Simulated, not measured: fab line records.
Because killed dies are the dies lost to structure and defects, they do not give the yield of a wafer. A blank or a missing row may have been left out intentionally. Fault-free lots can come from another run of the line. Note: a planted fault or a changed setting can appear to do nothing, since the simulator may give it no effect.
Which tool was responsible? | flow nandHarc | 15 lots, 44 wafers sampled, at 5 steps of a route of 1159

WHAT EACH GAUGE READ, for each wafer
NHARC_A_ONON_D1_THK_MEAS_21: measures by ellipsometry. Usual: thkNm reads 998 nm (standard deviation 9.1).
lot  | measured     | on           | thkNm (nm)     | flag
L385 | day 8 04:22  | filmMetro-02 | 986 987 986    | 
L384 | day 8 04:22  | filmMetro-01 | 1006 1007 1005 | 
L388 | day 9 00:32  | filmMetro-01 | 996 997 995    | 
L392 | day 10 01:18 | filmMetro-01 | 1004 643 1005  | OFF
L394 | day 11 02:13 | filmMetro-01 | 999 998 636    | OFF
L396 | day 11 02:21 | filmMetro-02 | 984 984 984    | 
L395 | day 11 02:34 | filmMetro-01 | 649 1009       | OFF
L400 | day 11 18:27 | filmMetro-01 | 1006 1005 1005 | 
L398 | day 11 18:27 | filmMetro-02 | 982 982 981    | 
L401 | day 12 01:21 | filmMetro-01 | 993 993 993    | 
L402 | day 12 09:01 | filmMetro-02 | 1004 1003 1003 | 
L403 | day 12 16:26 | filmMetro-01 | 997 995 995    | 
L405 | day 13 01:14 | filmMetro-01 | 1020 1021 1023 | 
L406 | day 13 19:58 | filmMetro-02 | 1001 1001 1000 | 
L407 | day 13 20:01 | filmMetro-02 | 1002 999 1000  | 

NHARC_END_SORT_01. Usual: killedAtArray 28, standard deviation 11; killedAtOther 0.6, standard deviation 0.85; killedAtPeriphery 2.8, standard deviation 2.3; killedDies 31, standard deviation 11; killedOpen 3.1, standard deviation 1.6; killedShort 2.0, standard deviation 1.4.
lot  | measured     | on        | killedAtArray | killedAtOther | killedAtPeriphery | killedDies | killedOpen | killedShort | flag
L392 | day 21 11:10 | prober-01 | 39 676 42     | 0 1 0         | 1 0 0             | 40 677 42  | 3 4 2      | 2 3 3       | OFF
L394 | day 22 11:32 | prober-01 | 15 18 674     | 1 0 2         | 6 2 1             | 22 20 677  | 3 3 4      | 0 1 2       | OFF
L395 | day 22 13:08 | prober-02 | 676 33        | 0 0           | 1 1               | 677 34     | 4 3        | 6 2         | OFF

WHICH TOOL RAN EACH LOT (tool, then ch and the chambers of the sampled wafers, then the start)
lot  | NHARC_P_BONDPAD_DEGAS_25    | NHARC_P_BONDPAD_ANNEAL_28       | NHARC_A_ONON_D1_DEP_19
L385 | pvdSputter-01, day 6 17:00  | rtpAnneal-02 ch 0, day 6 17:44  | pecvdOnon-04 ch 0, day 8 03:51
L384 | pvdSputter-03, day 6 19:52  | rtpAnneal-02 ch 0, day 6 20:37  | pecvdOnon-02 ch 0, day 8 03:51
L388 | pvdSputter-01, day 7 10:36  | rtpAnneal-02 ch 0, day 7 11:23  | pecvdOnon-04 ch 0, day 9 00:05
L392 | pvdSputter-03, day 8 13:57  | rtpAnneal-02 ch 0, day 8 14:45  | pecvdOnon-02 ch 0, day 10 00:51
L394 | pvdSputter-01, day 9 10:44  | rtpAnneal-01 ch 0, day 9 11:28  | pecvdOnon-02 ch 0, day 11 01:42
L396 | pvdSputter-01, day 9 12:35  | rtpAnneal-02 ch 0, day 9 13:23  | pecvdOnon-03 ch 0, day 11 01:53
L395 | pvdSputter-01, day 9 13:44  | rtpAnneal-01 ch 0, day 9 14:35  | pecvdOnon-02 ch 0, day 11 02:10
L400 | pvdSputter-03, day 10 06:24 | rtpAnneal-02 ch 0, day 10 07:11 | pecvdOnon-03 ch 0, day 11 18:00
L398 | pvdSputter-03, day 10 07:29 | rtpAnneal-01 ch 0, day 10 08:17 | pecvdOnon-04 ch 0, day 11 18:00
L401 | pvdSputter-01, day 10 13:01 | rtpAnneal-02 ch 0, day 10 13:50 | pecvdOnon-04 ch 0, day 12 00:58
L402 | pvdSputter-01, day 10 19:29 | rtpAnneal-02 ch 0, day 10 20:16 | pecvdOnon-03 ch 0, day 12 08:34
L403 | pvdSputter-01, day 11 04:34 | rtpAnneal-02 ch 0, day 11 05:21 | pecvdOnon-03 ch 0, day 12 15:59
L405 | pvdSputter-02, day 11 09:58 | rtpAnneal-02 ch 0, day 11 10:42 | pecvdOnon-03 ch 0, day 13 00:44
L406 | pvdSputter-01, day 12 06:26 | rtpAnneal-02 ch 0, day 12 07:20 | pecvdOnon-03 ch 0, day 13 19:27
L407 | pvdSputter-02, day 12 07:13 | rtpAnneal-02 ch 0, day 12 07:58 | pecvdOnon-04 ch 0, day 13 19:28
- NHARC_P_BONDPAD_DEGAS_25: time 60 s.
- NHARC_P_BONDPAD_ANNEAL_28: time 90 s.
- NHARC_A_ONON_D1_DEP_19: target thk 1000 nm.

AS READ BY THE TOOLS THEMSELVES (means over the sampled wafers that have a number; for cases with no such wafer, the mark the record gives instead)
NHARC_P_BONDPAD_DEGAS_25. Usual: heaterPowerW reads 474 W (standard deviation 43).
lot  | tool          | heaterPowerW (W) | flag
L385 | pvdSputter-01 | 461              | 
L384 | pvdSputter-03 | 506              | 
L388 | pvdSputter-01 | 488              | 
L392 | pvdSputter-03 | 469              | 
L394 | pvdSputter-01 | 492              | 
L396 | pvdSputter-01 | 486              | 
L395 | pvdSputter-01 | 462              | 
L400 | pvdSputter-03 | 513              | 
L398 | pvdSputter-03 | 503              | 
L401 | pvdSputter-01 | 462              | 
L402 | pvdSputter-01 | 472              | 
L403 | pvdSputter-01 | 466              | 
L405 | pvdSputter-02 | 402              | 
L406 | pvdSputter-01 | 496              | 
L407 | pvdSputter-02 | 450              | 

NHARC_P_BONDPAD_ANNEAL_28. Usual: wafer_temp_C_max reads 226.1 (standard deviation 0.37).
lot  | tool         | wafer_temp_C_max | flag
L385 | rtpAnneal-02 | 226.0            | 
L384 | rtpAnneal-02 | 225.8            | 
L388 | rtpAnneal-02 | 226.3            | 
L392 | rtpAnneal-02 | 226.0            | 
L394 | rtpAnneal-01 | 226.1            | 
L396 | rtpAnneal-02 | 226.0            | 
L395 | rtpAnneal-01 | 226.3            | 
L400 | rtpAnneal-02 | 225.9            | 
L398 | rtpAnneal-01 | 226.5            | 
L401 | rtpAnneal-02 | 225.9            | 
L402 | rtpAnneal-02 | 225.8            | 
L403 | rtpAnneal-02 | 225.8            | 
L405 | rtpAnneal-02 | 226.1            | 
L406 | rtpAnneal-02 | 225.8            | 
L407 | rtpAnneal-02 | 226.1            | 

THE ANSWER, worked out from the rows above alone
Rule: a lot counts as off when the mean over its wafers that have a number is more than 3 standard deviations away from the usual mean. Also off: a lot with no number at a reading for which 4 or more lots have one. The other lots that the step has rows for count as sound. Order of review: gauges by route order, followed by the tools' own readings, for which a lot's mean as printed above is used. At the first step where some lot is off, the reading lying furthest off is the one used; lots without a number count as furthest.
Off, at NHARC_A_ONON_D1_THK_MEAS_21 on thkNm: L392, L394, L395.
A tool fits if, at a process step before that reading, it ran every lot that is off, and no sound lot after the first of them. Not tried: the gauges at NHARC_A_ONON_D1_THK_MEAS_21; whatever is off there is also off at NHARC_END_SORT_01, on other tools, and gauge error can't account for it. One candidate fits, namely pecvdOnon-02 at NHARC_A_ONON_D1_DEP_19. A fault onset in the window from L384 (day 8 03:51, its last sound lot) to L392 (day 10 00:51, its first lot off) fits.

WHAT THE SIMULATOR HAD PUT IN
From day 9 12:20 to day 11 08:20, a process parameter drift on pecvdOnon-02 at NHARC_A_ONON_D1_DEP_19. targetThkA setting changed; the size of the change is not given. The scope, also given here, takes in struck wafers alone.
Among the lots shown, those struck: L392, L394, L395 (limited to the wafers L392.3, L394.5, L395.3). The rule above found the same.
